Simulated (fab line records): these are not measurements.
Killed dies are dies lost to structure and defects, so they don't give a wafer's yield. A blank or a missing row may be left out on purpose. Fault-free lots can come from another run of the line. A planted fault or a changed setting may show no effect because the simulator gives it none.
Which of the tools did it?	flow n5-finfet	Sampling: 23 lots, 69 wafers, 3 of 1938 route steps

== WHAT THE GAUGES SHOWED, per wafer ==
N5_MOL_CONTACT_COAG_INSPECT_97: inspects for defects (darkfield).
lot	measured	on	raw-defect-count
L074	day 5 08:58	defect-inspect-01	39 61 44
L075	day 5 17:31	defect-inspect-02	33 58 44
L076	day 5 20:35	defect-inspect-01	31 48 63
L077	day 6 01:08	defect-inspect-01	16 31 41
L078	day 6 15:44	defect-inspect-01	56 21 42
L079	day 6 22:46	defect-inspect-01	36 42 36
L080	day 7 02:39	defect-inspect-02	48 54 50
L081	day 7 09:13	defect-inspect-02	42 58 51
L082	day 7 12:15	defect-inspect-01	53 40 78
L083	day 7 15:17	defect-inspect-02	45 34 39
L084	day 8 00:16	defect-inspect-02	38 29 36
L085	day 8 04:41	defect-inspect-01	41 36 44
L086	day 8 08:31	defect-inspect-01	36 22 43
L087	day 8 23:07	defect-inspect-02	53 25 37
L088	day 9 02:08	defect-inspect-02	19 38 17
L089	day 9 05:07	defect-inspect-02	34 30 57
L090	day 9 08:07	defect-inspect-02	62 34 39
L091	day 9 12:57	defect-inspect-01	52 36 58
L092	day 9 21:08	defect-inspect-02	68 54 55
L093	day 10 03:11	defect-inspect-02	23 43 36
L095	day 10 20:54	defect-inspect-01	47 53 68
L096	day 10 23:56	defect-inspect-02	24 54 45
L097	day 11 02:54	defect-inspect-02	25 33 33

N5_BEOL_M0_SAQP_OVL_MEAS_15.
lot	measured	on	M0_CORE_OVL (nm)
L074	day 5 10:14	overlay-01	-0.7 -0.8 0.6
L075	day 5 18:39	overlay-02	-0.1 -0.2 0.2
L076	day 6 01:37	overlay-02	0.7 1.8 1.2
L077	day 6 02:27	overlay-01	-1.0 -0.7 -1.0
L078	day 6 17:34	overlay-01	-0.2 -1.2 0.4
L079	day 7 01:51	overlay-01	0.8 0.7 -0.1
L080	day 7 05:09	overlay-02	1.1 1.5 1.0
L081	day 7 11:05	overlay-01	0.8 1.1 0.6
L082	day 7 14:42	overlay-01	-1.0 0.4 -0.2
L083	day 7 16:35	overlay-02	-0.5 -1.3 0.6
L084	day 8 01:43	overlay-02	0.5 0.7 -0.5
L085	day 8 09:08	overlay-02	0.6 -0.4 0.0
L086	day 8 09:50	overlay-01	-0.7 -0.8 -1.8
L087	day 9 01:08	overlay-02	0.1 0.4 0.6
L088	day 9 03:39	overlay-01	-1.1 -0.2 -0.9
L089	day 9 08:33	overlay-01	0.1 -0.5 -1.0
L090	day 9 09:38	overlay-02	0.3 -0.1 0.2
L091	day 9 15:00	overlay-01	-0.3 -0.5 0.4
L092	day 9 22:32	overlay-01	0.1 0.2 0.8
L093	day 10 05:19	overlay-01	-0.5 0.4 0.1
L095	day 10 23:17	overlay-01	0.8 0.3 1.4
L096	day 11 02:29	overlay-02	0.2 0.3 -1.1
L097	day 11 06:07	overlay-02	1.3 0.1 0.0

== TOOL THAT RAN EACH LOT (tool first, then ch and the chambers of the sampled wafers, then the start) ==
lot	N5_BEOL_M0_SAQP_HM_DEP_02
L074	pvd-sputter-02, day 5 09:23
L075	pvd-sputter-02, day 5 17:56
L076	pvd-sputter-02, day 6 00:46
L077	pvd-sputter-01, day 6 01:44
L078	pvd-sputter-03, day 6 16:42
L079	pvd-sputter-02, day 7 01:00
L080	pvd-sputter-02, day 7 04:17
L081	pvd-sputter-01, day 7 10:22
L082	pvd-sputter-01, day 7 13:59
L083	pvd-sputter-03, day 7 15:44
L084	pvd-sputter-01, day 8 00:52
L085	pvd-sputter-02, day 8 08:16
L086	pvd-sputter-02, day 8 08:58
L087	pvd-sputter-01, day 9 00:15
L088	pvd-sputter-01, day 9 02:41
L089	pvd-sputter-03, day 9 07:50
L090	pvd-sputter-01, day 9 08:47
L091	pvd-sputter-03, day 9 14:09
L092	pvd-sputter-03, day 9 21:41
L093	pvd-sputter-01, day 10 04:36
L095	pvd-sputter-03, day 10 22:26
L096	pvd-sputter-03, day 11 01:46
L097	pvd-sputter-03, day 11 05:16
- N5_BEOL_M0_SAQP_HM_DEP_02: deposits TiN, target thk 12 nm.

== AS READ BY THE TOOLS THEMSELVES (means over the sampled wafers that have a number; for cases with no such wafer, the mark the record gives instead) ==
N5_BEOL_M0_SAQP_HM_DEP_02.
lot	tool	chamber-pressure-pa (Pa)	susceptor-temp-C (C)	throttle-valve-pct (%)
L074	pvd-sputter-02	0.5000	25.01	30.2
L075	pvd-sputter-02	0.5001	25.07	30.2
L076	pvd-sputter-02	0.4995	24.96	30.2
L077	pvd-sputter-01	0.4991	24.98	30.1
L078	pvd-sputter-03	0.5006	24.89	29.7
L079	pvd-sputter-02	0.4998	25.00	30.5
L080	pvd-sputter-02	0.5003	24.95	30.4
L081	pvd-sputter-01	0.5004	25.03	29.8
L082	pvd-sputter-01	0.5006	24.89	29.8
L083	pvd-sputter-03	0.5002	25.01	29.8
L084	pvd-sputter-01	0.4994	24.94	30.1
L085	pvd-sputter-02	0.5008	24.94	30.3
L086	pvd-sputter-02	0.5002	25.00	30.1
L087	pvd-sputter-01	0.5001	24.97	29.4
L088	pvd-sputter-01	0.4994	24.99	29.7
L089	pvd-sputter-03	0.5004	25.02	28.8
L090	pvd-sputter-01	0.4993	25.05	29.8
L091	pvd-sputter-03	0.4998	24.96	30.7
L092	pvd-sputter-03	0.5008	24.98	29.8
L093	pvd-sputter-01	0.5000	25.03	29.7
L095	pvd-sputter-03	0.5006	25.01	28.9
L096	pvd-sputter-03	0.5007	24.95	29.4
L097	pvd-sputter-03	0.5000	25.06	29.7

== THE ANSWER, worked out from the rows above alone ==
Rule: the lots themselves supply what counts as usual. The widest of any qualifying gaps counts: lots, ordered by their means at a reading, are off when they make up no more than a third of the lots, leave a main group of 4 or more, and stand apart from it by 3 or more times the standard deviation of that group's means. If all means in a main group match to the digits the tables above print for the reading, that group is not used. A lot without any number at a reading at which 4 lots or more have one is off too. The other lots that the step has rows for count as sound. First the gauges in route order, then the tools' own readings, where a lot's mean is used as printed above. At the first step where some lot is off, the reading lying furthest off is the one used; lots without a number count as furthest.
No lot is off at any reading shown: from this, nothing can be told.

== WHAT THE SIMULATOR PUT IN ==
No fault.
